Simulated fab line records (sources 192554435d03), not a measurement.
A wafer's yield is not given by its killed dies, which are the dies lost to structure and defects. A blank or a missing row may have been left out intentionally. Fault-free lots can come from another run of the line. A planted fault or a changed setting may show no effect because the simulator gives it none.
Chamber matching | flow n5-finfet | rie-diel-04 running N5_BEOL_M5_ETCH_72: 4 sister chambers
The step etches underlayer in N2/H2, target depth 6.5 nm, time 5.2 s. 8 wafers are shown with their chamber, then 7 later ones without.

## EACH WAFER AND ITS CHAMBER
wafer  | chamber | showerhead-plenum-p-Torr (Torr) | drypump-motor-current-A (A)
L080.5 | 0       | 2.66                            | 5.3
L082.1 | 3       | 2.39                            | 5.9
L082.5 | 1       | 2.64                            | 6.3
L084.3 | 1       | 2.64                            | 6.3
L084.4 | 2       | 2.62                            | 4.9
L084.6 | 3       | 2.39                            | 5.9
L086.1 | 0       | 2.65                            | 5.3
L086.2 | 2       | 2.61                            | 4.8

## WAFERS WITH NO CHAMBER GIVEN
wafer  | showerhead-plenum-p-Torr (Torr) | drypump-motor-current-A (A)
L086.6 | 2.64                            | 6.3
L089.3 | 2.63                            | 6.2
L089.5 | 2.61                            | 4.9
L089.6 | 2.63                            | 6.3
L091.2 | 2.65                            | 5.3
L091.3 | 2.71                            | 5.9
L091.5 | 2.64                            | 5.3

## WHICH CHAMBER EACH WENT THROUGH
wafer  | from the rows above | in truth
L086.6 | 1                   | 1
L089.3 | 1                   | 1
L089.5 | 2                   | 2
L089.6 | 1                   | 1
L091.2 | 0                   | 0
L091.3 | 1                   | 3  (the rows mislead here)
L091.5 | 0                   | 0
6 of 7 placed correctly. From these rows, 0 cannot be placed. Wrongly placed: 1.
How it was worked out, from the rows above alone: a wafer's distance from a chamber is the root of the sum, over the readings, of the square of ((its reading less the chamber's mean) divided by the reading's scatter). If the next closest chamber is less than 2 further off than the closest, the wafer can't be placed; otherwise it belongs to the closest. Each chamber's mean is taken over the wafers shown for it. How the scatter is found: for the shown wafers, subtract from each reading the mean of its chamber, square and add these, divide the total by (wafers less chambers), then take the root.
